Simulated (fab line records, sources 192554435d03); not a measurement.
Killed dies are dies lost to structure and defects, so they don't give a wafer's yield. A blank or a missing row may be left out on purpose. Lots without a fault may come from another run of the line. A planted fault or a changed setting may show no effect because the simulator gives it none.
fab line records | flow n5_finfet
record lots=24 wafers=72 last_day=18
route steps=1938 shown BEOL_M4@1045
lots that met no fault: from a run of the same line without faults
start_h: hours from the record's first day to the start of the lot's first wafer shown | wait_h: hours since the lot's step before | " the same as in the row above | L1.1+2: a row that stands for several wafers | - no value, or no start given | * or withheld: withheld | < > ~ a bound
route shown NAME@n: a module of which the file shows steps, and the number in the route of the first | usual: mean/standard deviation of fault-free wafers | same: alike in all rows | chamber/n: place in a boat | sites: the reading at each site | _std_site: their standard deviation | _edge_site: outer sites' mean less inner sites' | radius_mm: how far each site lies from the wafer's centre | mask NAME#n: copy n | behind: the tool/chamber that last shaped the wafer | hold: why the lot was held/for how many hours/how that ended | device: the transistor (n, p or np) that didn't switch | end of line: the same wafers' tests at the end of the route | a step without rows: its recipe alone | killed: dies lost to structure and defects at the first sort, not the wafer's yield | map: a wafer's dies, x killed, . not, _ none there
set.NAME: the setting as run; set.NAME@STEP: as run at that earlier step | model.NAME: the simulator's own value behind a step, which no gauge read
steps of the route over a sample of lots; a table a step, a row a wafer
services: from which hour (start_h, from the record's first day; less than 0 if before it) a tool's chamber was out of use, for how many hours, and why
## steps
# step N5_BEOL_M4_STRIP_19
# recipe chemistry=O2 power_w=400 temp_c=40 pressure_mtorr=30 rf_frequency_hz=6e+07 bias_power_w=0 overash_fraction=0.2 o2_flow_sccm=225
# usual drypump_motor_current_A=5.64/0.27 oes_product_au=0.83/0.072 rf_vpp_V=3.6/0.54 showerhead_plenum_p_Torr=2.10/0.077 throttle_valve_pct=16.57/0.26
# columns lot.wafer tool chamber start_h wait_h drypump_motor_current_A oes_product_au rf_hours_counter_h rf_vpp_V showerhead_plenum_p_Torr throttle_valve_pct
L074.3 rie_diel-06 3 165.58 0.1 5.27 0.85 63 3.5 2.03 16.81
L074.5 " 3 " " 5.28 0.85 - 3.7 2.03 16.81
L074.6 " 2 " " 5.14 0.90 - 3.5 2.15 16.63
L076.2 rie_diel-06 0 168.52 0.1 5.70 0.74 160 2.9 2.00 17.01
L076.4 " 1 " " 5.94 0.90 49 3.8 2.23 16.35
L076.5 " 3 " " 5.28 0.85 - 3.4 2.03 16.80
L075.1 rie_diel-06 1 169.43 0.1 5.98 0.90 49 4.6 2.23 16.35
L075.3 " 3 " " 5.27 0.84 65 3.4 2.03 16.82
L075.5 " 1 " " 5.95 0.89 - 3.6 2.23 16.33
L078.4 rie_diel-01 0 181.42 0.1 5.70 0.84 - 2.9 2.05 16.68
L078.5 " 2 " " 5.86 0.76 - 4.0 2.05 16.67
L078.6 " 1 " " 5.53 0.97 - 3.2 2.14 16.31
L079.4 rie_diel-02 3 194.44 0.1 6.12 0.69 192 3.9 2.11 16.73
L079.5 " 3 " " 6.11 0.70 - 5.0 2.11 16.71
L079.6 " 0 " " 5.98 0.86 - 3.2 2.10 16.62
L077.1 rie_diel-02 1 194.48 0.1 5.57 0.91 22 3.8 2.21 16.22
L077.4 " 2 " " 5.35 0.88 31 3.4 2.03 16.17
L077.5 " 2 " " 5.36 0.89 - 3.9 2.03 16.18
L081.2 rie_diel-02 2 203.49 0.1 5.37 0.88 33 3.4 2.03 16.17
L081.3 " 1 " " 5.53 0.92 25 3.2 2.21 16.23
L081.5 " 0 " " 5.97 0.86 - 4.5 2.10 16.61
L080.2 rie_diel-06 2 209.03 0.1 5.16 0.88 43 3.5 2.14 16.65
L080.3 " 1 " " 5.98 0.89 60 3.1 2.22 16.36
L080.6 " 3 " " 5.25 0.83 - 2.7 2.02 16.83
L082.2 rie_diel-02 3 211.80 0.2 6.10 0.70 198 3.9 2.10 16.74
L082.3 " 2 " " 5.33 0.88 36 3.7 2.03 16.17
L082.4 " 0 " " 5.97 0.85 85 3.1 2.10 16.64
L083.2 rie_diel-02 1 228.83 0.1 5.58 0.90 33 4.2 2.21 16.24
L083.4 " 0 " " 5.99 0.85 - 3.8 2.10 16.64
L083.6 " 3 " " 6.12 0.70 - 3.2 2.10 16.74
L084.1 rie_diel-01 2 233.63 0.2 5.85 0.74 149 3.5 2.05 16.71
L084.2 " 3 " " 5.52 0.94 14 3.4 2.24 16.21
L084.3 " 1 " " 5.55 0.91 23 2.6 2.13 16.34
L085.3 rie_diel-02 2 236.85 0.1 5.37 0.86 41 3.8 2.03 16.19
L085.4 " 1 " " 5.57 0.89 37 3.6 2.21 16.25
L085.6 " 2 " " 5.36 0.87 - 3.9 2.03 16.18
L087.1 rie_diel-01 3 239.83 0.1 5.48 0.94 16 4.5 2.24 16.23
L087.2 " 1 " " 5.48 0.90 25 3.9 2.13 16.33
L087.3 " 0 " " 5.74 0.81 74 4.0 2.04 16.72
L086.1 rie_diel-02 1 241.54 0.3 5.59 0.90 39 3.9 2.20 16.24
L086.5 " 1 " " 5.57 0.90 - 3.6 2.21 16.24
L086.6 " 0 " " 5.97 0.85 - 2.9 2.10 16.66
L088.2 rie_diel-06 1 248.31 0.1 5.98 0.88 73 5.0 2.22 16.38
L088.3 " 2 " " 5.17 0.84 56 3.2 2.14 16.67
L088.6 " 0 " " 5.70 0.72 - 3.6 2.00 17.05
L090.3 rie_diel-06 3 254.98 0.1 5.28 0.80 92 3.1 2.02 16.86
L090.5 " 1 " " 5.99 0.86 - 4.3 2.22 16.40
L090.6 " 2 " " 5.12 0.85 - 4.7 2.14 16.67
L089.1 rie_diel-01 2 259.68 0.2 5.84 0.74 159 3.0 2.04 16.71
L089.2 " 1 " " 5.55 0.89 33 2.8 2.13 16.36
L089.5 " 3 " " 5.51 0.93 - 3.4 2.24 16.23
L091.1 rie_diel-01 2 272.67 0.3 5.84 0.73 164 3.9 2.04 16.72
L091.3 " 1 " " 5.53 0.88 39 3.3 2.12 16.37
L091.5 " 2 " " 5.84 0.72 - 3.8 2.04 16.75
L093.1 rie_diel-01 3 277.67 0.1 5.53 0.90 31 3.4 2.24 16.26
L093.3 " 2 " " 5.84 0.73 166 3.4 2.04 16.75
L093.4 " 0 " " 5.72 0.79 89 4.6 2.04 16.74
L092.3 rie_diel-01 3 283.22 0.1 5.51 0.91 32 3.1 2.24 16.26
L092.4 " 2 " " 5.85 0.73 167 2.9 2.04 16.75
L092.5 " 2 " " 5.82 0.73 - 4.5 2.04 16.76
L094.1 rie_diel-01 1 296.80 0.1 5.55 0.86 49 3.2 2.12 16.40
L094.4 " 2 " " 5.85 0.73 173 4.0 2.04 16.74
L094.5 " 1 " " 5.52 0.86 - 4.0 2.12 16.40
L095.2 rie_diel-06 1 298.23 0.1 5.96 0.86 88 3.9 2.21 16.42
L095.5 " 3 " " 5.25 0.80 - 3.7 2.01 16.88
L095.6 " 2 " " 5.14 0.82 - 4.1 2.13 16.72
L097.3 rie_diel-01 1 304.09 0.1 5.53 0.87 50 3.9 2.12 16.40
L097.5 " 1 " " 5.49 0.88 - 4.1 2.12 16.40
L097.6 " 0 " " 5.70 0.79 - 3.1 2.03 16.76
L096.2 rie_diel-02 0 305.32 0.1 5.98 0.83 117 3.1 2.09 16.69
L096.3 " 2 " " 5.35 0.84 63 3.3 2.02 16.26
L096.5 " 1 " " 5.56 0.86 - 3.1 2.20 16.29
# step N5_BEOL_M4_DESCUM_33
# recipe chemistry=O2 time_s=7 source_power_w=50 bias_power_w=20 pressure_mtorr=20 rf_frequency_hz=2.712e+07 temp_c=40 resist=CAR-EUV o2_flow_sccm=225
# usual drypump_motor_current_A=5.63/0.26 oes_product_au=0.83/0.078 rf_vpp_V=243.3/1.4 showerhead_plenum_p_Torr=2.10/0.082 throttle_valve_pct=20.34/0.28
# columns lot.wafer tool chamber start_h wait_h drypump_motor_current_A oes_product_au rf_hours_counter_h rf_vpp_V showerhead_plenum_p_Torr throttle_valve_pct
L074.3 rie_diel-01 2 166.12 0.1 5.84 0.78 126 242.8 2.05 20.50
L074.5 " 0 " " 5.70 0.85 - 243.2 2.04 20.46
L074.6 " 2 " " 5.84 0.77 - 240.3 2.05 20.48
L076.2 rie_diel-02 3 169.03 0.0 6.10 0.72 182 243.3 2.11 20.40
L076.4 " 2 " " 5.34 0.91 21 241.9 2.03 19.89
L076.5 " 2 " " 5.34 0.90 - 243.9 2.03 19.88
L075.1 rie_diel-06 2 170.06 0.0 5.15 0.90 32 244.0 2.14 20.46
L075.3 " 0 " " 5.72 0.74 160 241.7 2.00 20.86
L075.5 " 0 " " 5.71 0.74 - 240.6 2.00 20.85
L078.4 rie_diel-01 0 182.08 0.0 5.71 0.85 - 243.0 2.04 20.47
L078.5 " 1 " " 5.54 0.97 - 243.1 2.13 20.09
L078.6 " 2 " " 5.87 0.76 - 241.4 2.05 20.51
L079.4 rie_diel-02 3 195.08 0.0 6.11 0.70 192 244.3 2.10 20.43
L079.5 " 1 " " 5.55 0.91 - 244.3 2.21 19.92
L079.6 " 2 " " 5.35 0.88 - 242.4 2.02 19.90
L077.1 rie_diel-01 3 195.14 0.0 5.55 0.98 3 245.1 2.24 19.96
L077.4 " 1 " " 5.52 0.93 9 243.0 2.13 20.09
L077.5 " 2 " " 5.83 0.75 - 241.3 2.05 20.51
L081.2 rie_diel-01 3 204.16 0.0 5.47 0.97 5 244.3 2.24 19.95
L081.3 " 2 " " 5.85 0.75 139 242.5 2.05 20.52
L081.5 " 3 " " 5.48 0.98 - 245.5 2.24 19.97
L080.2 rie_diel-01 1 209.58 0.1 5.55 0.91 15 242.6 2.13 20.13
L080.3 " 0 " " 5.70 0.82 63 243.0 2.04 20.48
L080.6 " 2 " " 5.84 0.75 - 241.9 2.04 20.51
L082.2 rie_diel-01 1 212.43 0.0 5.50 0.92 16 242.7 2.13 20.11
L082.3 " 2 " " 5.84 0.75 142 242.2 2.04 20.52
L082.4 " 3 " " 5.50 0.97 8 246.2 2.24 19.97
L083.2 rie_diel-06 2 229.34 0.0 5.15 0.86 50 243.1 2.13 20.49
L083.4 " 0 " " 5.71 0.72 179 242.6 1.99 20.87
L083.6 " 1 " " 5.95 0.87 - 245.2 2.22 20.18
L084.1 rie_diel-06 0 234.14 0.0 5.72 0.72 180 242.1 1.99 20.88
L084.2 " 1 " " 6.00 0.87 68 246.6 2.22 20.17
L084.3 " 3 " " 5.26 0.82 84 242.0 2.01 20.63
L085.3 rie_diel-06 0 237.74 0.4 5.72 0.72 181 242.6 1.99 20.87
L085.4 " 1 " " 5.97 0.87 69 246.4 2.22 20.17
L085.6 " 3 " " 5.29 0.82 - 242.7 2.02 20.62
L087.1 rie_diel-06 2 240.34 0.0 5.14 0.86 54 244.6 2.13 20.49
L087.2 " 1 " " 5.95 0.88 70 244.9 2.22 20.19
L087.3 " 0 " " 5.71 0.73 182 242.1 1.99 20.87
L086.1 rie_diel-02 1 242.31 0.3 5.52 0.90 39 244.4 2.20 19.94
L086.5 " 3 " " 6.06 0.70 - 243.3 2.10 20.45
L086.6 " 0 " " 5.96 0.84 - 243.2 2.09 20.37
L088.2 rie_diel-02 3 248.84 0.1 6.11 0.69 212 243.9 2.09 20.46
L088.3 " 1 " " 5.59 0.88 41 245.9 2.20 19.95
L088.6 " 0 " " 5.95 0.83 - 244.6 2.09 20.38
L090.3 rie_diel-01 0 255.67 0.0 5.70 0.81 80 242.8 2.03 20.50
L090.5 " 0 " " 5.70 0.81 - 243.5 2.03 20.52
L090.6 " 3 " " 5.49 0.92 - 244.5 2.24 19.99
L089.1 rie_diel-02 0 260.72 0.4 5.96 0.83 103 244.1 2.09 20.38
L089.2 " 2 " " 5.34 0.86 48 241.7 2.02 19.92
L089.5 " 3 " " 6.09 0.70 - 243.0 2.09 20.47
L091.1 rie_diel-06 3 273.32 0.0 5.28 0.80 98 241.7 2.01 20.64
L091.3 " 0 " " 5.70 0.72 194 241.2 1.99 20.90
L091.5 " 3 " " 5.26 0.81 - 241.1 2.01 20.63
L093.1 rie_diel-01 3 278.23 0.1 5.52 0.91 31 244.6 2.23 19.99
L093.3 " 1 " " 5.52 0.88 41 244.2 2.12 20.16
L093.4 " 2 " " 5.82 0.73 166 243.9 2.04 20.55
L092.3 rie_diel-01 2 283.87 0.0 5.85 0.72 168 241.5 2.04 20.55
L092.4 " 3 " " 5.49 0.91 32 243.5 2.23 20.01
L092.5 " 1 " " 5.48 0.87 - 243.3 2.12 20.17
L094.1 rie_diel-06 1 297.33 0.0 5.95 0.83 88 244.3 2.21 20.21
L094.4 " 2 " " 5.16 0.83 74 242.9 2.13 20.54
L094.5 " 2 " " 5.15 0.83 - 243.5 2.13 20.53
L095.2 rie_diel-01 0 298.74 0.0 5.71 0.79 96 242.0 2.03 20.53
L095.5 " 0 " " 5.72 0.78 - 243.3 2.03 20.52
L095.6 " 3 " " 5.48 0.90 - 244.8 2.23 20.01
L097.3 rie_diel-02 1 304.60 0.0 5.55 0.86 58 244.9 2.19 19.97
L097.5 " 0 " " 5.96 0.82 - 244.3 2.09 20.41
L097.6 " 1 " " 5.56 0.87 - 244.7 2.19 19.99
L096.2 rie_diel-01 0 305.98 0.1 5.68 0.79 98 243.2 2.03 20.53
L096.3 " 3 " " 5.52 0.90 40 244.0 2.23 20.01
L096.5 " 2 " " 5.89 0.72 - 243.0 2.03 20.57
# step N5_BEOL_M4_ETCH_70
# recipe chemistry=N2/H2 target=SOC target_depth_a=800 overetch_a=240 mask_material=SiARC temp_c=40 time_s=130 ion_energy_ev=200 pressure_mtorr=30 source_w=840 bias_w=150 n2_flow_sccm=200 h2_flow_sccm=200
# usual drypump_motor_current_A=5.64/0.28 oes_product_au=0.61/0.053 rf_vpp_V=524.0/2.8 showerhead_plenum_p_Torr=2.56/0.1 throttle_valve_pct=17.74/0.28
# columns lot.wafer tool chamber start_h wait_h drypump_motor_current_A oes_product_au rf_hours_counter_h rf_vpp_V showerhead_plenum_p_Torr throttle_valve_pct
L074.3 rie_diel-01 2 169.93 0.0 5.82 0.57 127 520.2 2.44 17.69
L074.5 " 3 " " 5.53 0.49 - 517.6 2.39 17.67
L074.6 " 0 " " 5.68 0.62 - 522.8 2.51 18.01
L075.1 rie_diel-02 3 171.05 0.0 6.09 0.53 182 524.0 2.51 17.49
L075.3 " 2 " " 5.35 0.66 21 522.4 2.51 17.46
L075.5 " 2 " " 5.37 0.67 - 522.7 2.51 17.46
L076.2 rie_diel-01 1 192.19 0.0 5.54 0.70 8 526.1 2.65 17.91
L076.4 " 0 " " 5.75 0.60 58 522.8 2.51 18.00
L076.5 " 1 " " 5.54 0.70 - 526.1 2.65 17.91
L078.4 rie_diel-06 3 195.16 0.0 5.29 0.62 71 522.4 2.46 18.07
L078.5 " 1 " " 5.97 0.64 - 527.3 2.69 17.44
L078.6 " 2 " " 5.16 0.65 - 523.8 2.57 17.65
L077.1 rie_diel-01 1 198.69 0.0 5.56 0.68 10 526.1 2.65 17.91
L077.4 " 2 " " 5.86 0.57 137 522.3 2.44 17.72
L077.5 " 0 " " 5.63 0.61 - 523.2 2.51 18.01
L079.4 rie_diel-06 2 198.83 0.0 5.13 0.65 40 525.6 2.57 17.64
L079.5 " 2 " " 5.12 0.65 - 525.3 2.57 17.64
L079.6 " 1 " " 5.98 0.64 - 528.4 2.69 17.44
L081.2 rie_diel-02 2 205.54 0.0 5.36 0.64 34 523.1 2.51 17.49
L081.3 " 1 " " 5.58 0.67 26 528.4 2.72 17.51
L081.5 " 3 " " 6.14 0.51 - 521.9 2.50 17.51
L080.2 rie_diel-06 1 210.27 0.0 5.98 0.64 60 527.3 2.69 17.44
L080.3 " 3 " " 5.26 0.62 75 522.2 2.46 18.08
L080.6 " 3 " " 5.27 0.62 - 523.5 2.46 18.07
L082.2 rie_diel-06 1 217.54 0.0 5.99 0.64 62 528.5 2.69 17.45
L082.3 " 2 " " 5.13 0.65 45 524.5 2.56 17.64
L082.4 " 3 " " 5.26 0.62 78 523.1 2.46 18.09
L083.2 rie_diel-02 1 232.31 0.0 5.58 0.66 35 528.4 2.72 17.51
L083.4 " 0 " " 5.95 0.60 - 525.0 2.59 18.00
L083.6 " 3 " " 6.10 0.52 - 523.3 2.50 17.52
L084.1 rie_diel-01 3 235.89 0.0 5.53 0.69 15 529.3 2.71 17.24
L084.2 " 0 " " 5.71 0.59 72 522.4 2.50 18.06
L084.3 " 1 " " 5.55 0.66 23 524.5 2.64 17.92
L085.3 rie_diel-02 0 238.91 0.0 6.00 0.60 95 524.0 2.59 18.00
L085.4 " 3 " " 6.11 0.52 208 523.0 2.50 17.53
L085.6 " 1 " " 5.59 0.65 - 528.5 2.72 17.53
L087.1 rie_diel-02 0 241.88 0.0 5.97 0.59 96 524.8 2.59 17.99
L087.2 " 2 " " 5.33 0.64 43 521.6 2.50 17.50
L087.3 " 3 " " 6.14 0.52 209 523.3 2.50 17.54
L086.1 rie_diel-01 1 244.93 0.0 5.48 0.66 27 525.6 2.64 17.95
L086.5 " 0 " " 5.72 0.60 - 522.4 2.50 18.05
L086.6 " 1 " " 5.48 0.67 - 523.2 2.64 17.94
L088.2 rie_diel-06 3 268.49 0.0 5.26 0.60 96 521.3 2.45 18.11
L088.3 " 2 " " 5.16 0.62 63 523.7 2.55 17.69
L088.6 " 0 " " 5.71 0.53 - 520.4 2.41 18.16
L090.3 rie_diel-02 0 271.15 0.0 5.98 0.59 106 525.5 2.59 18.01
L090.5 " 1 " " 5.59 0.64 - 527.5 2.71 17.55
L090.6 " 2 " " 5.37 0.62 - 521.4 2.50 17.52
L089.1 rie_diel-02 3 272.10 0.0 6.12 0.51 219 522.5 2.49 17.55
L089.2 " 0 " " 5.98 0.59 107 524.2 2.59 18.01
L089.5 " 2 " " 5.36 0.63 - 521.7 2.50 17.53
L091.1 rie_diel-06 1 278.21 0.0 5.97 0.61 84 527.9 2.68 17.48
L091.3 " 0 " " 5.71 0.52 196 520.6 2.41 18.17
L091.5 " 3 " " 5.25 0.60 - 521.3 2.45 18.11
L093.1 rie_diel-02 1 283.91 0.0 5.56 0.64 53 526.5 2.71 17.54
L093.3 " 3 " " 6.13 0.51 224 523.6 2.49 17.56
L093.4 " 2 " " 5.38 0.62 56 521.9 2.50 17.53
L092.3 rie_diel-01 3 292.04 0.0 5.50 0.67 35 528.9 2.70 17.26
L092.4 " 2 " " 5.86 0.54 170 520.9 2.42 17.76
L092.5 " 3 " " 5.50 0.67 - 527.4 2.70 17.26
L094.1 rie_diel-01 2 299.09 0.0 5.85 0.54 173 520.7 2.42 17.77
L094.4 " 1 " " 5.55 0.63 49 524.1 2.63 17.96
L094.5 " 3 " " 5.50 0.66 - 530.1 2.70 17.29
L095.2 rie_diel-01 1 299.49 0.0 5.57 0.63 49 525.1 2.63 17.96
L095.5 " 0 " " 5.71 0.58 - 522.7 2.49 18.08
L095.6 " 3 " " 5.52 0.67 - 527.1 2.70 17.29
L097.3 rie_diel-01 2 308.78 0.0 5.85 0.55 176 521.2 2.42 17.76
L097.5 " 0 " " 5.71 0.58 - 521.7 2.49 18.09
L097.6 " 1 " " 5.52 0.63 - 525.1 2.63 17.97
L096.2 rie_diel-06 1 312.22 0.0 6.00 0.60 94 527.7 2.67 17.50
L096.3 " 3 " " 5.27 0.60 112 520.1 2.45 18.14
L096.5 " 2 " " 5.17 0.61 - 524.6 2.55 17.71
# step N5_BEOL_M4_ANNEAL_82
# recipe temp_c=400 time_s=240 ambient=vacuum
# usual heater_power_w=860/120
# columns lot.wafer tool chamber start_h wait_h heater_power_w
L074.3 pvd_sputter-01 - 172.03 0.0 930
L074.5 " - " " 925
L074.6 " - " " 938
L075.1 pvd_sputter-03 - 174.30 0.0 892
L075.3 " - " " 757
L075.5 " - " " 887
L076.2 pvd_sputter-02 - 194.01 0.0 808
L076.4 " - " " 716
L076.5 " - " " 1137
L078.4 pvd_sputter-01 - 196.86 0.0 867
L078.5 " - " " 905
L078.6 " - " " 861
L077.1 pvd_sputter-03 - 200.50 0.0 883
L077.4 " - " " 761
L077.5 " - " " 882
L079.4 pvd_sputter-02 - 202.01 0.0 756
L079.5 " - " " 739
L079.6 " - " " 805
L081.2 pvd_sputter-01 - 209.06 0.0 943
L081.3 " - " " 885
L081.5 " - " " 727
L080.2 pvd_sputter-02 - 212.07 0.0 797
L080.3 " - " " 1116
L080.6 " - " " 764
L082.2 pvd_sputter-02 - 220.08 0.0 785
L082.3 " - " " 722
L082.4 " - " " 748
L083.2 pvd_sputter-02 - 234.44 0.0 1114
L083.4 " - " " 737
L083.6 " - " " 745
L084.1 pvd_sputter-03 - 238.51 0.0 863
L084.2 " - " " 889
L084.3 " - " " 737
L085.3 pvd_sputter-02 - 240.88 0.0 764
L085.4 " - " " 735
L085.6 " - " " 796
L087.1 pvd_sputter-02 - 243.88 0.0 732
L087.2 " - " " 1148
L087.3 " - " " 756
L086.1 pvd_sputter-02 - 247.00 0.0 718
L086.5 " - " " 773
L086.6 " - " " 1104
L088.2 pvd_sputter-02 - 271.19 0.0 734
L088.3 " - " " 1140
L088.6 " - " " 791
L090.3 pvd_sputter-01 - 273.74 0.0 758
L090.5 " - " " 916
L090.6 " - " " 920
L089.1 pvd_sputter-02 - 274.35 0.0 1144
L089.2 " - " " 739
L089.5 " - " " 797
L091.1 pvd_sputter-03 - 280.45 0.0 881
L091.3 " - " " 884
L091.5 " - " " 914
L093.1 pvd_sputter-01 - 287.81 0.0 946
L093.3 " - " " 746
L093.4 " - " " 871
L092.3 pvd_sputter-03 - 294.26 0.0 880
L092.4 " - " " 750
L092.5 " - " " 897
L094.1 pvd_sputter-01 - 301.14 0.0 877
L094.4 " - " " 887
L094.5 " - " " 934
L095.2 pvd_sputter-01 - 302.98 0.0 914
L095.5 " - " " 870
L095.6 " - " " 917
L097.3 pvd_sputter-02 - 310.48 0.0 809
L097.5 " - " " 726
L097.6 " - " " 805
L096.2 pvd_sputter-02 - 313.97 0.0 808
L096.3 " - " " 1150
L096.5 " - " " 724
# step N5_BEOL_M4_SPUTTER_92
# recipe material=Cu target_thk_a=45 temp_c=-20 chamber_pressure_pa=0.07 power_w=withheld time_s=8.29
# usual substrate_temp_c=-19.99/0.11 throttle_valve_pct=29.4/1.2
# columns lot.wafer tool chamber start_h wait_h substrate_temp_c throttle_valve_pct
L074.3 pvd_sputter-01 - 172.83 0.1 -20.10 29.3
L074.5 " - " " -20.19 29.1
L074.6 " - " " -20.00 28.6
L075.1 pvd_sputter-03 - 175.10 0.1 -20.11 31.4
L075.3 " - " " -19.85 28.8
L075.5 " - " " -19.93 31.9
L076.2 pvd_sputter-02 - 194.81 0.1 -20.29 30.6
L076.4 " - " " -20.04 28.8
L076.5 " - " " -20.00 28.3
L078.4 pvd_sputter-01 - 197.66 0.1 -19.85 28.3
L078.5 " - " " -19.91 28.4
L078.6 " - " " -19.92 28.2
L077.1 pvd_sputter-03 - 201.30 0.1 -19.91 31.9
L077.4 " - " " -20.14 28.8
L077.5 " - " " -20.04 31.5
L079.4 pvd_sputter-02 - 202.81 0.1 -20.00 28.7
L079.5 " - " " -20.05 29.0
L079.6 " - " " -19.96 30.7
L081.2 pvd_sputter-01 - 209.86 0.1 -19.77 28.5
L081.3 " - " " -19.90 28.1
L081.5 " - " " -19.92 31.1
L080.2 pvd_sputter-02 - 212.87 0.1 -19.94 30.4
L080.3 " - " " -19.87 28.3
L080.6 " - " " -19.99 28.9
L082.2 pvd_sputter-02 - 220.88 0.1 -19.89 30.8
L082.3 " - " " -19.98 28.8
L082.4 " - " " -19.71 28.8
L083.2 pvd_sputter-02 - 235.24 0.1 -20.02 28.3
L083.4 " - " " -20.06 28.6
L083.6 " - " " -20.09 28.7
L084.1 pvd_sputter-03 - 239.31 0.1 -20.03 32.1
L084.2 " - " " -19.94 31.5
L084.3 " - " " -19.91 28.6
L085.3 pvd_sputter-02 - 241.68 0.1 -20.06 28.8
L085.4 " - " " -20.11 28.7
L085.6 " - " " -19.97 30.5
L087.1 pvd_sputter-02 - 244.68 0.1 -19.94 28.6
L087.2 " - " " -19.93 28.3
L087.3 " - " " -20.04 29.0
L086.1 pvd_sputter-02 - 247.80 0.1 -19.84 28.6
L086.5 " - " " -19.98 29.1
L086.6 " - " " -20.08 28.1
L088.2 pvd_sputter-02 - 271.99 0.1 -19.84 28.7
L088.3 " - " " -19.86 28.2
L088.6 " - " " -19.78 30.8
L090.3 pvd_sputter-01 - 274.54 0.1 -20.01 30.9
L090.5 " - " " -20.04 28.4
L090.6 " - " " -19.89 29.3
L089.1 pvd_sputter-02 - 275.15 0.1 -20.00 28.4
L089.2 " - " " -19.91 28.6
L089.5 " - " " -20.05 30.8
L091.1 pvd_sputter-03 - 281.25 0.1 -20.19 29.7
L091.3 " - " " -20.08 31.7
L091.5 " - " " -20.12 31.9
L093.1 pvd_sputter-01 - 288.61 0.1 -19.95 28.3
L093.3 " - " " -19.92 30.7
L093.4 " - " " -20.00 28.1
L092.3 pvd_sputter-03 - 295.06 0.1 -20.19 31.7
L092.4 " - " " -19.86 28.8
L092.5 " - " " -20.32 31.4
L094.1 pvd_sputter-01 - 301.94 0.1 -20.17 28.4
L094.4 " - " " -19.90 29.4
L094.5 " - " " -19.81 28.6
L095.2 pvd_sputter-01 - 303.78 0.1 -19.96 28.3
L095.5 " - " " -20.07 28.3
L095.6 " - " " -20.11 28.4
L097.3 pvd_sputter-02 - 311.28 0.1 -20.03 30.8
L097.5 " - " " -19.93 28.7
L097.6 " - " " -19.98 31.0
L096.2 pvd_sputter-02 - 314.77 0.1 -19.83 30.5
L096.3 " - " " -20.07 28.3
L096.5 " - " " -19.91 28.5
# step N5_BEOL_M4_SPUTTER_96
# recipe material=Cu target_thk_a=45 temp_c=-20 chamber_pressure_pa=0.07 power_w=withheld time_s=8.29
# usual substrate_temp_c=-20.01/0.11 throttle_valve_pct=29.4/1.2
# columns lot.wafer tool chamber start_h wait_h substrate_temp_c throttle_valve_pct
L074.3 pvd_sputter-01 - 173.27 0.1 -19.88 29.4
L074.5 " - " " -19.95 29.3
L074.6 " - " " -20.01 28.5
L075.1 pvd_sputter-03 - 175.54 0.1 -20.17 31.3
L075.3 " - " " -19.90 28.8
L075.5 " - " " -20.03 31.7
L076.2 pvd_sputter-02 - 195.25 0.1 -20.09 30.4
L076.4 " - " " -20.10 28.9
L076.5 " - " " -19.97 28.3
L078.4 pvd_sputter-01 - 198.10 0.1 -19.94 28.4
L078.5 " - " " -19.94 28.3
L078.6 " - " " -19.95 28.4
L077.1 pvd_sputter-03 - 201.74 0.1 -20.12 31.9
L077.4 " - " " -20.03 28.7
L077.5 " - " " -20.05 31.2
L079.4 pvd_sputter-02 - 203.25 0.1 -19.65 28.8
L079.5 " - " " -19.93 29.0
L079.6 " - " " -19.94 30.7
L081.2 pvd_sputter-01 - 210.30 0.1 -20.17 28.5
L081.3 " - " " -19.89 28.4
L081.5 " - " " -19.88 30.7
L080.2 pvd_sputter-02 - 213.31 0.1 -20.17 30.8
L080.3 " - " " -20.09 28.3
L080.6 " - " " -20.27 28.8
L082.2 pvd_sputter-02 - 221.32 0.1 -19.86 30.7
L082.3 " - " " -20.08 28.7
L082.4 " - " " -20.06 28.8
L083.2 pvd_sputter-02 - 235.68 0.1 -19.98 28.2
L083.4 " - " " -19.95 28.8
L083.6 " - " " -19.89 28.7
L084.1 pvd_sputter-03 - 239.75 0.1 -20.02 32.1
L084.2 " - " " -19.97 31.4
L084.3 " - " " -20.00 28.9
L085.3 pvd_sputter-02 - 242.12 0.1 -20.07 29.0
L085.4 " - " " -19.94 28.7
L085.6 " - " " -19.94 30.7
L087.1 pvd_sputter-02 - 245.12 0.1 -20.28 28.7
L087.2 " - " " -20.03 28.3
L087.3 " - " " -20.13 29.1
L086.1 pvd_sputter-02 - 248.24 0.1 -19.85 28.6
L086.5 " - " " -20.08 28.9
L086.6 " - " " -19.92 28.3
L088.2 pvd_sputter-02 - 272.43 0.1 -20.13 28.7
L088.3 " - " " -20.22 28.0
L088.6 " - " " -19.96 30.5
L090.3 pvd_sputter-01 - 274.98 0.1 -20.10 30.9
L090.5 " - " " -19.94 28.7
L090.6 " - " " -19.98 29.2
L089.1 pvd_sputter-02 - 275.59 0.1 -20.10 28.3
L089.2 " - " " -20.09 28.7
L089.5 " - " " -20.02 30.8
L091.1 pvd_sputter-03 - 281.69 0.1 -19.85 29.5
L091.3 " - " " -20.09 31.3
L091.5 " - " " -20.11 31.9
L093.1 pvd_sputter-01 - 289.05 0.1 -20.02 28.3
L093.3 " - " " -20.14 31.0
L093.4 " - " " -19.85 27.9
L092.3 pvd_sputter-03 - 295.50 0.1 -20.05 31.7
L092.4 " - " " -20.13 28.6
L092.5 " - " " -20.05 31.1
L094.1 pvd_sputter-01 - 302.38 0.1 -19.94 28.2
L094.4 " - " " -19.92 29.0
L094.5 " - " " -20.03 28.3
L095.2 pvd_sputter-01 - 304.22 0.1 -19.99 28.4
L095.5 " - " " -20.14 28.3
L095.6 " - " " -20.06 28.5
L097.3 pvd_sputter-02 - 311.72 0.1 -20.14 30.9
L097.5 " - " " -20.08 28.5
L097.6 " - " " -20.05 30.5
L096.2 pvd_sputter-02 - 315.21 0.1 -20.06 30.9
L096.3 " - " " -20.00 28.1
L096.5 " - " " -19.97 28.6
## services
# columns tool chamber start_h hours kind
rie_diel-01 0 144.40 8.7 repair
rie_diel-01 1 153.05 - clean
rie_diel-01 1 153.05 - consumable_replace:focus_ring
rie_diel-01 1 153.05 14.7 scheduled_down
rie_diel-01 1 153.05 14.7 vent_cycle
rie_diel-01 3 171.36 - clean
rie_diel-01 3 171.36 - consumable_replace:focus_ring
rie_diel-01 3 171.36 - consumable_replace:showerhead
rie_diel-01 3 171.36 16.3 scheduled_down
rie_diel-01 3 171.36 16.3 vent_cycle
rie_diel-02 2 227.14 8.3 repair
rie_diel-06 1 284.61 7.2 repair
pvd_sputter-01 - 305.83 20.9 repair
rie_diel-06 0 306.58 3.3 repair
## key
fault none
